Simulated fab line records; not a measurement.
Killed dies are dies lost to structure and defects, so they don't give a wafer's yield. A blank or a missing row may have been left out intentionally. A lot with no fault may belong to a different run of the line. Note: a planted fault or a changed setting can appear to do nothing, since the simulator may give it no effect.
fab line records	flow nand-harc
record: lots: 5	wafers: 15	last-day: 30
route steps=1302 shown A_BLC@1133 A_M0@1137 END@1302
lots untouched by any fault: they come from a run of this same line in which no faults occurred
start-h: hours from the record's first day to the start of the lot's first wafer shown	wait-h: hours from the lot's prior step to this one	" same as the row above	L1.1+2: several wafers, shown together as one row	- no value present, or no start provided	* or withheld: withheld	< > ~ a bound
route shown NAME@n: a module of which the file shows steps, and the number in the route of the first	usual: average and standard deviation across the fault-free wafers	same: alike in all rows	chamber/n: place in a boat	sites: the reading at each site	_std_site: how widely they spread, as a standard deviation	_edge_site: inner sites' mean taken away from outer sites' mean	radius-mm: how far each site lies from the wafer's centre	mask NAME#n: copy n	behind: the last tool/chamber to shape the wafer	hold: why the lot went on hold/how many hours it stayed there/how the hold came to an end	device: which transistor (n, p or np) failed to switch	end of line: tests of these same wafers at the route's end	for a step that has no rows: nothing shown but its recipe	killed: at the first sort, the dies lost to defects and structure; wafer yield is something else	map: a wafer's dies, x killed, . not, _ none there
set.NAME: the setting that was run; set.NAME@STEP: the one run at that earlier step	model.NAME: the simulator's own value behind a step, which no gauge read
lots at some steps of the route; a table a step, a row a wafer
services: when a tool's chamber went out of use (start-h, in hours from the record's first day, below 0 if earlier), for how many hours, and the reason
== steps ==
step: NHARC_A_BLC_CMP_25
recipe: t-overpolish-s: 30	target-thk-nm: 150
usual: motor-current-A: 12.0/1.4	overpolish-run-s: 30.001/0.0082	time-to-endpoint-s: 29.4/2.8
lot.wafer	tool	chamber	start-h	wait-h	motor-current-A	overpolish-run-s	time-to-endpoint-s
L748.1	cmp-03	3	537.13	0.4	11.9	30.010	27.7
L748.3	"	1	"	"	13.7	30.001	27.7
L748.5	"	3	"	"	11.6	30.000	30.1
L757.3	cmp-01	1	633.53	0.3	15.5	30.005	29.6
L757.1	"	3	"	"	11.8	30.006	24.1
L757.6	"	0	"	"	10.6	30.000	27.9
L760.3	cmp-01	3	663.87	0.3	11.0	29.985	21.9
L760.1	"	1	"	"	15.2	29.995	29.4
L760.5	"	3	"	"	11.4	30.008	22.6
L763.1	cmp-03	2	677.92	0.5	11.9	30.003	27.3
L763.5	"	1	"	"	14.2	29.987	30.4
L763.6	"	2	"	"	12.2	30.007	27.2
L762.2	cmp-03	2	679.21	0.5	11.4	30.001	29.8
L762.3	"	3	"	"	11.1	30.000	31.7
L762.6	"	2	"	"	11.1	30.022	30.2
step: NHARC_A_BLC_SRD_27
step: NHARC_A_BLC_INSPECT_28
usual: raw-defect-count: 499/120
lot.wafer	tool	chamber	start-h	wait-h	raw-defect-count
L748.1	defect-inspect-02	-	537.53	0.1	385
L748.3	"	-	"	"	347
L748.5	"	-	"	"	410
L757.1	defect-inspect-02	-	633.91	0.1	654
L757.3	"	-	"	"	1201
L757.6	"	-	"	"	850
L760.1	defect-inspect-01	-	664.27	0.1	529
L760.3	"	-	"	"	372
L760.5	"	-	"	"	335
L763.1	defect-inspect-01	-	678.30	0.1	437
L763.5	"	-	"	"	488
L763.6	"	-	"	"	509
L762.2	defect-inspect-02	-	679.61	0.1	469
L762.3	"	-	"	"	605
L762.6	"	-	"	"	427
step: NHARC_A_M0_DEP_00
recipe: target-thk-a: 1500	target-thk-nm: 150	temp-c: withheld	pressure-torr: 5	flow-sccm: 200	rf-w: 600	material: SiOC
step: NHARC_A_M0_DEHYDRATE_01
recipe: temp-c: 150	time-s: 120
step: NHARC_A_M0_HMDS_02
recipe: time-s: 30
step: NHARC_A_M0_COAT_33
recipe: temp-c: 200	time-s: 65
step: NHARC_A_M0_COAT_03
recipe: spin-rpm: 1500	resist-thk-nm: 90
step: NHARC_A_M0_SOFTBAKE_04
recipe: temp-c: 105	time-s: 55
step: NHARC_A_M0_EBR_05
step: NHARC_A_M0_EXPOSE_06
recipe: na: 1.35	target-cd-nm: 80	dose-mj: 83.25	mask-id: A_M0
step: NHARC_A_M0_PEB_07
recipe: peb-temp-c: 100	peb-time-s: 65
usual: heater-power-total-W: 156.6/0.41	plate-temp-C: 100.00/0.11	resist-line-temp-C: 22.97/0.099
lot.wafer	tool	chamber	start-h	wait-h	heater-power-total-W	plate-temp-C	resist-line-temp-C
L748.1	litho-track-06	0	538.35	0.1	156.9	99.97	23.19
L748.3	"	0	"	"	157.0	100.04	23.18
L748.5	"	0	"	"	157.0	99.98	23.13
L757.1	litho-track-04	0	634.61	0.1	156.3	100.12	23.00
L757.3	"	0	"	"	157.1	99.89	23.07
L757.6	"	0	"	"	156.5	100.01	22.84
L760.1	litho-track-06	0	665.09	0.1	188.9	114.89	22.86
L760.3	"	0	"	"	189.2	114.75	22.95
L760.5	"	0	"	"	189.2	115.06	22.92
L763.1	litho-track-04	0	679.13	0.1	156.0	100.03	23.00
L763.5	"	0	"	"	157.1	100.17	23.17
L763.6	"	0	"	"	156.4	100.00	23.07
L762.2	litho-track-04	0	680.31	0.1	156.8	99.77	23.03
L762.3	"	0	"	"	157.1	99.92	22.99
L762.6	"	0	"	"	156.0	99.97	22.98
step: NHARC_A_M0_DEVELOP_08
recipe: develop-time-s: 35	dev-temp-c: 23
step: NHARC_A_M0_CD_MEAS_09
recipe: target-cd-nm: 80	landing-energy-ev: 500
usual: cd-nm: 80.0/0.57
lot.wafer	tool	chamber	start-h	wait-h	cd-nm
L748.1	cd-sem-02	0	538.43	-	78.9
L748.3	"	0	"	"	79.1
L748.5	"	0	"	"	79.7
L757.1	cd-sem-02	0	634.69	-	79.1
L757.3	"	0	"	"	80.4
L757.6	"	0	"	"	79.7
L760.1	cd-sem-02	0	665.17	-	120.8
L760.3	"	0	"	"	120.2
L760.5	"	0	"	"	120.4
L763.1	cd-sem-03	0	679.21	-	80.9
L763.5	"	0	"	"	79.9
L763.6	"	0	"	"	79.7
L762.2	cd-sem-03	0	680.39	-	79.4
L762.3	"	0	"	"	78.9
L762.6	"	0	"	"	79.9
step: NHARC_A_M0_OVL_MEAS_10
recipe: pitch-nm: 160
usual: overlay-x-nm: 0.1/0.87	overlay-y-nm: -0.1/0.91
lot.wafer	tool	chamber	start-h	wait-h	overlay-x-nm	overlay-y-nm
L748.1	overlay-01	-	538.52	-	0.1	1.3
L748.3	"	-	"	"	-0.2	1.4
L748.5	"	-	"	"	0.1	0.9
L757.1	overlay-02	-	634.77	-	-0.3	-0.9
L757.3	"	-	"	"	0.0	-0.1
L757.6	"	-	"	"	-0.8	-0.3
L760.1	overlay-02	-	665.26	-	0.7	-2.8
L760.3	"	-	"	"	-0.1	-1.6
L760.5	"	-	"	"	0.8	-2.5
L763.1	overlay-01	-	679.29	-	-0.6	-0.9
L763.5	"	-	"	"	-0.6	-1.0
L763.6	"	-	"	"	-1.1	-0.6
L762.2	overlay-02	-	680.48	-	-0.3	1.5
L762.3	"	-	"	"	-0.1	1.5
L762.6	"	-	"	"	-0.4	1.4
step: NHARC_A_M0_INSPECT_11
usual: raw-defect-count: 80/35
lot.wafer	tool	chamber	start-h	wait-h	raw-defect-count
L748.1	defect-inspect-02	-	538.56	0.0	29
L748.3	"	-	"	"	26
L748.5	"	-	"	"	23
L757.1	defect-inspect-01	-	634.81	0.0	91
L757.3	"	-	"	"	94
L757.6	"	-	"	"	97
L760.1	defect-inspect-02	-	665.30	0.0	65
L760.3	"	-	"	"	76
L760.5	"	-	"	"	61
L763.1	defect-inspect-02	-	679.33	0.0	117
L763.5	"	-	"	"	102
L763.6	"	-	"	"	144
L762.2	defect-inspect-01	-	680.51	0.0	77
L762.3	"	-	"	"	45
L762.6	"	-	"	"	53
step: NHARC_A_M0_DESCUM_14
recipe: time-s: 3	o2-flow-sccm: 200	ar-flow-sccm: 0	bias-power-w: 0	chemistry: O2
usual: drypump-motor-current-A: 5.7/0.47	mfc-ar-sccm: 0.006/0.0099	oes-product-au: 0.993/0.0097	rf-vpp-V: 57.9/0.86	showerhead-plenum-p-Torr: 1.93/0.069	throttle-valve-pct: 11.311/0.0093
same: bias-power-w: 0	time-s: 3
lot.wafer	tool	chamber	start-h	wait-h	drypump-motor-current-A	mfc-ar-sccm	oes-product-au	rf-hours-counter-h	rf-vpp-V	showerhead-plenum-p-Torr	throttle-valve-pct	model.A_M0.cd-nm
L748.1	rie-diel-06	2	538.63	0.1	6.7	0.000	0.972	1	57.8	1.86	11.298	78.8
L748.3	"	0	"	"	5.7	0.012	1.003	2	56.9	1.91	11.310	79
L748.5	"	2	"	"	6.7	0.000	0.984	-	56.5	1.86	11.314	79.68
L757.3	rie-diel-02	3	634.88	0.1	5.6	0	0.998	3	57.3	1.81	11.306	80.36
L757.1	"	0	"	"	5.1	0	1.000	3	59.1	1.88	11.313	79.09
L757.6	"	2	"	"	6.1	0.017	1.005	-	57.4	1.95	11.309	80.32
L760.3	rie-diel-07	1	665.36	0.1	4.7	0.002	0.982	1	58.9	2.01	11.297	120.6
L760.1	"	3	"	"	6.2	0	1.005	1	58.5	1.93	11.313	120.8
L760.5	"	1	"	"	4.7	0.002	0.998	-	57.9	2.01	11.310	120.6
L763.1	rie-diel-06	1	679.42	0.1	5.5	0.035	0.987	0	57.8	2.01	11.319	80.21
L763.5	"	2	"	"	6.7	0.000	0.980	-	57.6	1.86	11.310	79.26
L763.6	"	3	"	"	5.8	0	0.984	-	58.8	1.99	11.315	79.19
L762.2	rie-diel-07	3	680.57	0.1	6.3	0	1.009	2	57.5	1.93	11.318	79.39
L762.3	"	0	"	"	5.5	0.003	0.990	2	59.3	1.88	11.318	79.59
L762.6	"	3	"	"	6.3	0	1.008	-	57.1	1.93	11.305	79.73
step: NHARC_A_M0_ETCH_34
recipe: target-depth-a: 400	overetch-a: 120	time-s: 43.94	ion-energy-ev: 200	n2-flow-sccm: 150	h2-flow-sccm: 150	ar-flow-sccm: 0	rf-w: 400	bias-w: 150	chemistry: N2/H2
usual: bias-w: 150.0/0.46	drypump-motor-current-A: 5.8/0.46	h2-flow-sccm: 150.0/0.42	mfc-ar-sccm: 0.007/0.011	oes-product-au: 0.997/0.012	rf-vpp-V: 431.0/2.2	showerhead-plenum-p-Torr: 2.06/0.077	throttle-valve-pct: 14.172/0.0082
same: time-s: 43.94
lot.wafer	tool	chamber	start-h	wait-h	bias-w	drypump-motor-current-A	h2-flow-sccm	mfc-ar-sccm	oes-product-au	rf-hours-counter-h	rf-vpp-V	showerhead-plenum-p-Torr	throttle-valve-pct
L748.1	rie-diel-06	0	538.70	0.1	151.2	5.7	149.8	0.012	1.000	2	430.4	2.04	14.171
L748.3	"	2	"	"	150.6	6.7	150.9	0.000	0.974	1	428.2	1.98	14.167
L748.5	"	1	"	"	149.9	5.5	150.7	0.035	1.000	-	433.6	2.15	14.177
L757.1	rie-diel-02	0	634.98	0.1	149.7	5.1	150.7	0	0.984	3	430.0	2.00	14.162
L757.3	"	2	"	"	150.2	6.1	149.9	0.017	1.010	2	429.9	2.08	14.163
L757.6	"	2	"	"	150.1	6.1	150.4	0.017	1.001	-	431.5	2.08	14.184
L760.1	rie-diel-07	3	665.45	0.1	149.9	6.3	150.1	0	1.010	1	432.3	2.06	14.168
L760.3	"	1	"	"	150.2	4.8	150.5	0.002	0.996	1	433.2	2.15	14.175
L760.5	"	2	"	"	149.8	5.9	150.3	0	0.993	-	435.0	2.16	14.167
L763.1	rie-diel-06	3	679.48	0.1	150.1	5.8	149.7	0	0.990	0	432.8	2.12	14.165
L763.5	"	3	"	"	150.1	5.8	150.2	0	0.983	-	433.8	2.12	14.183
L763.6	"	0	"	"	150.9	5.6	150.3	0.012	0.998	-	431.0	2.04	14.164
L762.2	rie-diel-07	0	680.68	0.1	150.2	5.5	150.4	0.003	1.003	2	429.0	2.00	14.174
L762.3	"	3	"	"	150.4	6.3	150.5	0	1.003	2	430.4	2.06	14.172
L762.6	"	3	"	"	149.8	6.3	150.3	0	0.994	-	431.0	2.06	14.171
step: NHARC_A_M0_ETCH_15
recipe: target-depth-a: 1500	overetch-a: 150	time-s: 82.5	c4f8-flow-sccm: withheld	ar-flow-sccm: 400	rf-w: 600	bias-w: 300	chemistry: C4F8/Ar
usual: bias-w: 299.8/0.9	oes-product-au: 0.946/0.023	rf-vpp-V: 441.4/2.4
same: time-s: 82.5
lot.wafer	tool	chamber	start-h	wait-h	bias-w	oes-product-au	rf-hours-counter-h	rf-vpp-V	model.A_M0.cd-nm
L748.3	rie-diel-06	1	-	-	299.8	0.948	2	444.6	78.72
L748.1	"	3	"	"	300.0	0.957	1	441.6	78.58
L748.5	"	1	"	"	300.1	0.964	-	444.5	79.75
L757.1	rie-diel-02	0	-	-	298.7	0.944	3	438.5	78.59
L757.3	"	3	"	"	299.0	0.953	3	438.8	80.22
L757.6	"	0	"	"	298.6	0.944	-	439.9	80.16
L760.3	rie-diel-07	0	-	-	299.3	0.956	1	438.8	121.1
L760.1	"	2	"	"	300.6	0.962	1	444.7	121
L760.5	"	3	"	"	299.0	0.962	-	442.4	121.1
L763.1	rie-diel-06	0	-	-	299.7	0.967	0	441.5	80.03
L763.5	"	1	"	"	299.9	0.971	-	443.7	79.42
L763.6	"	2	"	"	299.4	0.947	-	439.8	79.51
L762.3	rie-diel-07	2	-	-	299.1	0.960	2	445.1	79.72
L762.2	"	3	"	"	300.4	0.958	2	442.1	79.81
L762.6	"	3	"	"	299.9	0.960	-	441.0	80.14
step: NHARC_A_M0_CD_MEAS_16
usual: cd-nm: 80.0/0.7
lot.wafer	tool	chamber	start-h	wait-h	cd-nm
L748.1	cd-sem-02	-	538.92	-	78.7
L748.3	"	-	"	"	78.7
L748.5	"	-	"	"	80.0
L757.1	cd-sem-02	-	635.22	-	78.5
L757.3	"	-	"	"	80.3
L757.6	"	-	"	"	80.1
L760.1	cd-sem-01	-	665.65	-	121.1
L760.3	"	-	"	"	120.7
L760.5	"	-	"	"	121.0
L763.1	cd-sem-03	-	679.69	-	80.1
L763.5	"	-	"	"	79.3
L763.6	"	-	"	"	79.6
L762.2	cd-sem-02	-	680.92	-	79.6
L762.3	"	-	"	"	79.9
L762.6	"	-	"	"	79.9
step: NHARC_END_SORT_01
recipe: temp-c: 25
usual: defect-limited-yield: 91/3	killed-at-array: 55/20	killed-at-other: 1.2/1.3	killed-at-periphery: 4.0/3	killed-dies: 60/21	killed-open: 3.2/1.9	killed-short: 2.5/1.6
same: gross-dies: 677
lot.wafer	tool	chamber	start-h	wait-h	defect-limited-yield[%]	killed-at-array	killed-at-other	killed-at-periphery	killed-dies	killed-open	killed-short
L760.1	prober-01	0	701.52	2.5	0	674	0	3	677	1	6
L760.3	prober-01	0	703.12	3.1	0	674	0	3	677	0	0
L760.5	prober-01	0	704.73	3.7	0	675	0	1	676	0	2
killed by level:class
L760.1 A_M0:area-peb=632 A_CHANNEL_HOLE_D2:chamber-film-flake=14 A_CHANNEL_HOLE_D1:chamber-film-flake=11 A_CONTACT:chamber-film-flake=4 A_CHANNEL_FILL_D2:chamber-film-flake=3 A_CHANNEL_HOLE_D2:geometric-particle:short=2 A_SLIT:chamber-film-flake=2 A_M0:chamber-film-flake=2
L760.3 A_M0:area-peb=623 A_CHANNEL_HOLE_D2:chamber-film-flake=22 A_CHANNEL_HOLE_D1:chamber-film-flake=10 A_STAIRCASE:chamber-film-flake=6 A_CONTACT:chamber-film-flake=5 A_SLIT:chamber-film-flake=4 P_STI:chamber-film-flake=2 A_CHANNEL_FILL_D2:chamber-film-flake=2
L760.5 A_M0:area-peb=622 A_CHANNEL_HOLE_D2:chamber-film-flake=18 A_CHANNEL_HOLE_D1:chamber-film-flake=13 A_SLIT:chamber-film-flake=7 A_STAIRCASE:chamber-film-flake=4 A_CONTACT:chamber-film-flake=3 A_DECK1_JOINT:chamber-film-flake=2 A_CHANNEL_FILL_D2:chamber-film-flake=2
map L760.1 (x killed, . not)
____________x____________
_________xxxxxxx_________
_______xxxxxxxxxxx_______
______xxxxxxxxxxxxx______
_____xxxxxxxxxxxxxxx_____
____xxxxxxxxxxxxxxxxx____
____xxxxxxxxxxxxxxxxx____
___xxxxxxxxxxxxxxxxxxx___
___xxxxxxxxxxxxxxxxxxx___
__xxxxxxxxxxxxxxxxxxxxx__
__xxxxxxxxxxxxxxxxxxxxx__
_xxxxxxxxxxxxxxxxxxxxxxx_
_xxxxxxxxxxxxxxxxxxxxxxx_
_xxxxxxxxxxxxxxxxxxxxxxx_
_xxxxxxxxxxxxxxxxxxxxxxx_
_xxxxxxxxxxxxxxxxxxxxxxx_
xxxxxxxxxxxxxxxxxxxxxxxxx
xxxxxxxxxxxxxxxxxxxxxxxxx
xxxxxxxxxxxxxxxxxxxxxxxxx
xxxxxxxxxxxxxxxxxxxxxxxxx
xxxxxxxxxxxxxxxxxxxxxxxxx
_xxxxxxxxxxxxxxxxxxxxxxx_
_xxxxxxxxxxxxxxxxxxxxxxx_
_xxxxxxxxxxxxxxxxxxxxxxx_
_xxxxxxxxxxxxxxxxxxxxxxx_
_xxxxxxxxxxxxxxxxxxxxxxx_
__xxxxxxxxxxxxxxxxxxxxx__
__xxxxxxxxxxxxxxxxxxxxx__
___xxxxxxxxxxxxxxxxxxx___
___xxxxxxxxxxxxxxxxxxx___
____xxxxxxxxxxxxxxxxx____
____xxxxxxxxxxxxxxxxx____
_____xxxxxxxxxxxxxxx_____
______xxxxxxxxxxxxx______
_______xxxxxxxxxxx_______
_________xxxxxxx_________
____________x____________
map L748.1 (x killed, . not)
____________.____________
_________......._________
_______..........._______
______.............______
_____.x....x........_____
____.............x...____
____................x____
___..........x........___
___..........x.x......___
__.....................__
__....x.......xx......x__
_............x.........._
_...........x..........._
_...x.....x............._
_....x......x..........._
_.............x........._
............x...........x
.........................
.........x...............
...x.....................
.........................
_..x.......x............_
_.........x............._
_......................._
_..................x...._
_......................._
__.....................__
__.....................__
___...................___
___...................___
____.................____
____.....x...........____
_____...x....x.x.x.._____
______.............______
_______.........x._______
_________....x.x_________
____________.____________
== services ==
tool	chamber	start-h	hours	kind
rie-diel-06	0	517.70	-	clean
litho-track-06	-	529.00	7.0	pm
rie-diel-07	-	545.23	0.9	repair
litho-track-04	-	553.00	7.0	pm
cmp-03	-	554.00	4.0	pm
rie-diel-02	2	557.33	5.3	repair
rie-diel-02	-	571.02	9.0	pm
rie-diel-06	1	571.26	2.4	repair
rie-diel-07	-	575.47	1.3	repair
cmp-01	-	577.50	4.0	pm
cmp-03	-	601.53	9.6	repair
cmp-01	-	608.82	0.7	repair
rie-diel-06	3	615.60	3.8	repair
cmp-03	-	616.07	0.8	repair
rie-diel-02	1	628.68	13.2	repair
rie-diel-06	2	636.67	9.8	repair
rie-diel-07	-	648.20	9.0	pm
cmp-03	-	652.04	4.0	pm
rie-diel-06	-	661.20	9.0	pm
cmp-01	-	665.16	2.1	repair
rie-diel-07	1	669.26	29.5	repair
rie-diel-06	0	673.47	3.9	repair
cmp-01	-	675.50	4.0	pm
rie-diel-02	3	677.17	7.0	repair
== key ==
first-sign: step: NHARC_A_M0_PEB_07	reading: plate-temp-C	direction: up	sigmas: 99+	usual: *	struck: *
effect: step: NHARC_A_M0_PEB_07	reading: heater-power-total-W	direction: up	sigmas: 79	usual: *	struck: *
effect: step: NHARC_A_M0_CD_MEAS_09	reading: cd-nm	direction: up	sigmas: 71	usual: 80.0	struck: 120.4
effect: step: NHARC_A_M0_CD_MEAS_16	reading: cd-nm	direction: up	sigmas: 59	usual: 80.0	struck: 120.9
effect: step: NHARC_END_SORT_01	reading: killed-at-array	direction: up	sigmas: 30	usual: 55	struck: 674
model-effect: step: NHARC_A_M0_DESCUM_14	value: A_M0.cd-nm	without: 79.76	struck: 120.7
model-effect: step: NHARC_A_M0_ETCH_15	value: A_M0.cd-nm	without: 80.15	struck: 121.1
more-kills-born-at: NHARC_A_M0_PEB_07@litho-track-06: 1877
met-at NHARC_A_M0_PEB_07
struck-wafers L760.1,L760.3,L760.5
later-rows-left-out L760.1,L760.3,L760.5
onset-between 538.35 665.09
fault: kind: process-parameter-drift	tool: litho-track-06	chamber: -	onset-h: 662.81	steps: NHARC_A_M0_PEB_07	channel: peb-temp-c	offset: *	shape: step	acts-in: *	stated: *
later-rows-left-out: the simulator's readings of these wafers behind a module that went badly wrong aren't trusted and aren't shown, but for the sort
